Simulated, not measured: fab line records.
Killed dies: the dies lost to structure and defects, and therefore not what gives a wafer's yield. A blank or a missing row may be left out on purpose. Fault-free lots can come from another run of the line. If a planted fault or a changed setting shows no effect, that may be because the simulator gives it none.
Chamber matching :: flow nand harc :: rie diel-10 running NHARC_A_SGD_CUT_ETCHBACK_24: 4 sister chambers
The step etches the open film in CH3F/O2, target depth 50 nm, time 92.857 s. 16 wafers are shown with their chamber, then 8 later ones without.

== WAFERS, EACH WITH ITS CHAMBER ==
wafer: L183.2
chamber: 1
showerhead plenum p Torr (Torr): 2.38
throttle valve pct (%): 20.668
rf vpp V (V): 243.5

wafer: L183.5
chamber: 3
showerhead plenum p Torr (Torr): 2.31
throttle valve pct (%): 20.669
rf vpp V (V): 241.1

wafer: L183.6
chamber: 2
showerhead plenum p Torr (Torr): 2.33
throttle valve pct (%): 20.657
rf vpp V (V): 243.9

wafer: L182.2
chamber: 1
showerhead plenum p Torr (Torr): 2.38
throttle valve pct (%): 20.670
rf vpp V (V): 243.0

wafer: L182.3
chamber: 2
showerhead plenum p Torr (Torr): 2.33
throttle valve pct (%): 20.660
rf vpp V (V): 242.9

wafer: L182.4
chamber: 0
showerhead plenum p Torr (Torr): 2.37
throttle valve pct (%): 20.650
rf vpp V (V): 243.6

wafer: L185.2
chamber: 2
showerhead plenum p Torr (Torr): 2.33
throttle valve pct (%): 20.655
rf vpp V (V): 242.3

wafer: L185.3
chamber: 0
showerhead plenum p Torr (Torr): 2.36
throttle valve pct (%): 20.650
rf vpp V (V): 244.4

wafer: L185.4
chamber: 1
showerhead plenum p Torr (Torr): 2.38
throttle valve pct (%): 20.671
rf vpp V (V): 242.9

wafer: L186.3
chamber: 1
showerhead plenum p Torr (Torr): 2.38
throttle valve pct (%): 20.659
rf vpp V (V): 244.7

wafer: L186.4
chamber: 0
showerhead plenum p Torr (Torr): 2.36
throttle valve pct (%): 20.656
rf vpp V (V): 242.0

wafer: L186.6
chamber: 3
showerhead plenum p Torr (Torr): 2.31
throttle valve pct (%): 20.670
rf vpp V (V): 241.6

wafer: L190.2
chamber: 3
showerhead plenum p Torr (Torr): 2.31
throttle valve pct (%): 20.665
rf vpp V (V): 242.3

wafer: L190.4
chamber: 1
showerhead plenum p Torr (Torr): 2.38
throttle valve pct (%): 20.650
rf vpp V (V): 242.2

wafer: L190.5
chamber: 1
showerhead plenum p Torr (Torr): 2.38
throttle valve pct (%): 20.653
rf vpp V (V): 243.5

wafer: L196.1
chamber: 3
showerhead plenum p Torr (Torr): 2.31
throttle valve pct (%): 20.659
rf vpp V (V): 241.7

SIGNATURES, as means of the wafers listed above
reading: showerhead plenum p Torr
chamber 0: 2.3633
chamber 1: 2.3800
chamber 2: 2.3300
chamber 3: 2.3100
scatter within a chamber: 0.00236

reading: throttle valve pct
chamber 0: 20.65200
chamber 1: 20.66183
chamber 2: 20.65733
chamber 3: 20.66575
scatter within a chamber: 0.00662

reading: rf vpp V
chamber 0: 243.333
chamber 1: 243.300
chamber 2: 243.033
chamber 3: 241.675
scatter within a chamber: 0.843
Rule: a wafer lies at a distance from a chamber equal to the root of the sum of squares, over the readings, of (its reading less the chamber's mean, divided by the reading's scatter). The wafer belongs to the nearest chamber; if the next one is less than 2 further off, it can't be placed. How the scatter is found: for the shown wafers, subtract from each reading the mean of its chamber, square and add these, divide the total by (wafers less chambers), then take the root.

== WAFERS WHOSE CHAMBER IS MISSING ==
wafer: L196.4
showerhead plenum p Torr (Torr): 2.38
throttle valve pct (%): 20.672
rf vpp V (V): 242.9

wafer: L196.6
showerhead plenum p Torr (Torr): 2.31
throttle valve pct (%): 20.658
rf vpp V (V): 242.6

wafer: L199.3
showerhead plenum p Torr (Torr): 2.36
throttle valve pct (%): 20.667
rf vpp V (V): 243.8

wafer: L199.4
showerhead plenum p Torr (Torr): 2.33
throttle valve pct (%): 20.678
rf vpp V (V): 242.8

wafer: L199.5
showerhead plenum p Torr (Torr): 2.30
throttle valve pct (%): 20.666
rf vpp V (V): 242.7

wafer: L204.3
showerhead plenum p Torr (Torr): 2.37
throttle valve pct (%): 20.660
rf vpp V (V): 244.5

wafer: L204.5
showerhead plenum p Torr (Torr): 2.33
throttle valve pct (%): 20.666
rf vpp V (V): 242.8

wafer: L204.6
showerhead plenum p Torr (Torr): 2.37
throttle valve pct (%): 20.687
rf vpp V (V): 245.0

== CHAMBER TAKEN BY EACH ==
wafer: L196.4
from the rows above: 1
in truth: 1

wafer: L196.6
from the rows above: 3
in truth: 3

wafer: L199.3
from the rows above: 0
in truth: 0

wafer: L199.4
from the rows above: 2
in truth: 2

wafer: L199.5
from the rows above: 3
in truth: 3

wafer: L204.3
from the rows above: can't be placed: 0 or 1
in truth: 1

wafer: L204.5
from the rows above: 2
in truth: 2

wafer: L204.6
from the rows above: can't be placed: 1 or 0
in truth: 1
Correctly placed: 6 of 8. Cannot be placed on the basis of these rows: 2; the candidates contain the true chamber in 2. Number placed wrongly: 0.
